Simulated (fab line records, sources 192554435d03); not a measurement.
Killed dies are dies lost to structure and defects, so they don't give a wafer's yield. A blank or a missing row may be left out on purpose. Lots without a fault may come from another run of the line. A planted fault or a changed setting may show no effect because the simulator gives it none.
Problem report in the 8D (eight disciplines) form, filled by code | flow n5_finfet | the parts of the form that need people (team, actions taken, sign-off) are left out

1. THE PROBLEM
time_to_endpoint_s at N5_ILD0_CMP_12 reads a mean of 42.2 s on 1 wafer of 1 lot; wafers without a fault read 30.3 s with a standard deviation of 2. That is +6.0 standard deviations from the usual mean.
The step: polishes SiNx, stops on poly-Si, t overpolish 6 s, target thk 17.67 nm.
First seen on wafer L100.3, day 6 21:40, on cmp-01. The record holds 27 wafers of 9 lots with a number at this step. Rule for "out", or "out of limits": more than 4 standard deviations from the usual mean. The other wafers with a number count as sound.

2. WHAT IT IS AND WHAT IT IS NOT
question                    | is                 | is not
which readings at this step | time_to_endpoint_s | motor_current_A, platen_rpm, slurry_flow_ml_min
which lots                  | L100               | L102, L103, L104, L106, L107, L108, L111, L989
which wafers of those lots  | L100.3             | L100.1, L100.4
read on which tools         | cmp-01             | cmp-02, cmp-03
when                        | from day 6 21:40   | up to then (5 sound wafers); but 21 sound wafers of L102, L103, L104, L106, L107, L108, L111 came after

3. SUSPECTS, AND WHAT RULES EACH OUT
Counting: a tool at a process step up to the reading stays a suspect if it ran every lot that is out. Sound lots after the first of them don't rule it out here, since some wafers of a struck lot are sound.
- rtp_anneal-02 at N5_SD_ACTIVATION_RTA_00 (time 0 s): kept. It ran the lot that is out, L100 (day 6 14:40).
- ald_sin-01 at N5_ILD0_ALD_15 (deposits SiNx, target thk 24 nm, pulse time 1 s, ald cycles 480): kept. It ran the lot that is out, L100 (day 6 19:26); its last sound lot up to then is L989 (day 3 18:44).
- cmp-01 at N5_ILD0_CMP_12 (polishes SiNx, stops on poly-Si, t overpolish 6 s, target thk 17.67 nm): kept. It ran the lot that is out, L100 (day 6 21:40); its last sound lot up to then is L989 (day 3 20:56). Its own readings are out on those wafers: time_to_endpoint_s.
- Within ald_sin-01 at N5_ILD0_ALD_15: the wafers that are out ran in chamber 1; their sound lot-mates ran in chambers 2, 3.
- Within cmp-01 at N5_ILD0_CMP_12: the wafers that are out ran in chamber 0; their sound lot-mates ran in chambers 2, 3.
Left after counting: rtp_anneal-02 at N5_SD_ACTIVATION_RTA_00, ald_sin-01 at N5_ILD0_ALD_15, cmp-01 at N5_ILD0_CMP_12.

4. THE CAUSE (what the simulator had put in)
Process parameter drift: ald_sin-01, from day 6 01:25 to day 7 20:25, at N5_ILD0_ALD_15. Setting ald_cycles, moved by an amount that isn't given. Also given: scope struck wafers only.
Counting left 3 suspects, and this tool is among them.

5. THE CHAIN OF EFFECTS, in route order
Each row: a reading whose mean over the struck wafers that have a number lies more than 3 standard deviations from the usual. Only readings for which the record gives a usual standard deviation are gone through. hours: the time from each lot's start at the first step in this table that gives one to its start at this step, as a median over the lots. sigmas: the change in usual standard deviations.
hours | step           | reading            | usual  | on struck wafers | change | sigmas
0     | N5_ILD0_CMP_12 | time_to_endpoint_s | 30.3 s | 42.2             | +11.9  | +6.0
The process steps in it:
- N5_ILD0_CMP_12: polishes SiNx, stops on poly-Si, t overpolish 6 s, target thk 17.67 nm.
Later measuring or inspecting steps at which every struck wafer that the step has a row for has a number for every such reading, and none has moved that far: N5_ILD0_THK_MEAS_13, N5_BEOL_M4_RC_MEAS_101.

6. WHAT WOULD HAVE CAUGHT IT SOONER
In this record the first reading out of limits was taken at day 6 21:40, 20 hours after the fault began at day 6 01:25.
Of the tool readings at N5_ILD0_ALD_15 for which the record gives a usual standard deviation, none was out on any struck wafer, so an alarm limit of 4 standard deviations on them would not have fired.
All the lots that are out (1) had begun N5_ILD0_ALD_15 on ald_sin-01 by day 6 21:40. A hold on the tool at that time would have spared none of them.
